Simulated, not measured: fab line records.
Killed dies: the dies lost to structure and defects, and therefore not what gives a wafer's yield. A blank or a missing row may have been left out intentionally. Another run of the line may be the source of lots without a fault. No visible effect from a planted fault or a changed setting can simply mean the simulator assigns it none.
Matching of chambers	flow n5-finfet	rie-diel-03 running N5_FIN_CUT_ETCH_20: 4 sister chambers
The step etches SiARC in CF4, target depth 26 nm, time 43.3 s. 16 wafers are shown with their chamber, then 8 later ones without.

EACH WAFER AND ITS CHAMBER
wafer	chamber	showerhead-plenum-p-Torr (Torr)	drypump-motor-current-A (A)	throttle-valve-pct (%)
L079.1	3	2.04	6.4	15.68
L079.2	0	2.23	6.0	15.62
L079.6	0	2.23	6.0	15.62
L083.1	2	2.09	5.3	15.52
L083.4	0	2.23	5.9	15.62
L083.5	2	2.09	5.3	15.52
L084.2	2	2.09	5.3	15.53
L084.3	3	2.04	6.4	15.68
L084.6	3	2.04	6.5	15.69
L085.2	1	2.28	5.0	15.24
L085.4	3	2.04	6.4	15.70
L085.5	1	2.28	5.0	15.25
L088.1	3	2.04	6.4	15.71
L088.5	2	2.09	5.3	15.54
L088.6	1	2.28	5.0	15.24
L092.1	0	2.22	6.0	15.65

SIGNATURES (averages over the wafers above)
reading	chamber 0	chamber 1	chamber 2	chamber 3	scatter within a chamber
showerhead-plenum-p-Torr	2.2275	2.2800	2.0900	2.0400	0.0025
drypump-motor-current-A	5.975	5.000	5.300	6.420	0.0359
throttle-valve-pct	15.6275	15.2433	15.5275	15.6920	0.0119
Rule: distance of a wafer from a chamber = root of the sum over the readings of ((wafer's reading minus chamber's mean) / reading's scatter) squared. If the next closest chamber is less than 2 further off than the closest, the wafer can't be placed; otherwise it belongs to the closest. The scatter: the root of (the sum of the squares of (reading less its chamber's mean) over the shown wafers, divided by (wafers less chambers)).

WAFERS WITHOUT THEIR CHAMBER
wafer	showerhead-plenum-p-Torr (Torr)	drypump-motor-current-A (A)	throttle-valve-pct (%)
L092.2	2.28	5.0	15.26
L092.4	2.03	6.5	15.73
L093.2	2.22	5.9	15.68
L093.3	2.27	5.0	15.27
L093.4	2.03	6.5	15.73
L095.2	2.08	5.3	15.57
L095.5	2.22	5.9	15.66
L095.6	2.03	6.4	15.73

CHAMBER TAKEN BY EACH
wafer	from the rows above	in truth
L092.2	1	1
L092.4	3	3
L093.2	0	0
L093.3	1	1
L093.4	3	3
L095.2	2	2
L095.5	0	0
L095.6	3	3
Correctly placed: 8 of 8. Not placeable from these rows: 0. Number placed wrongly: 0.
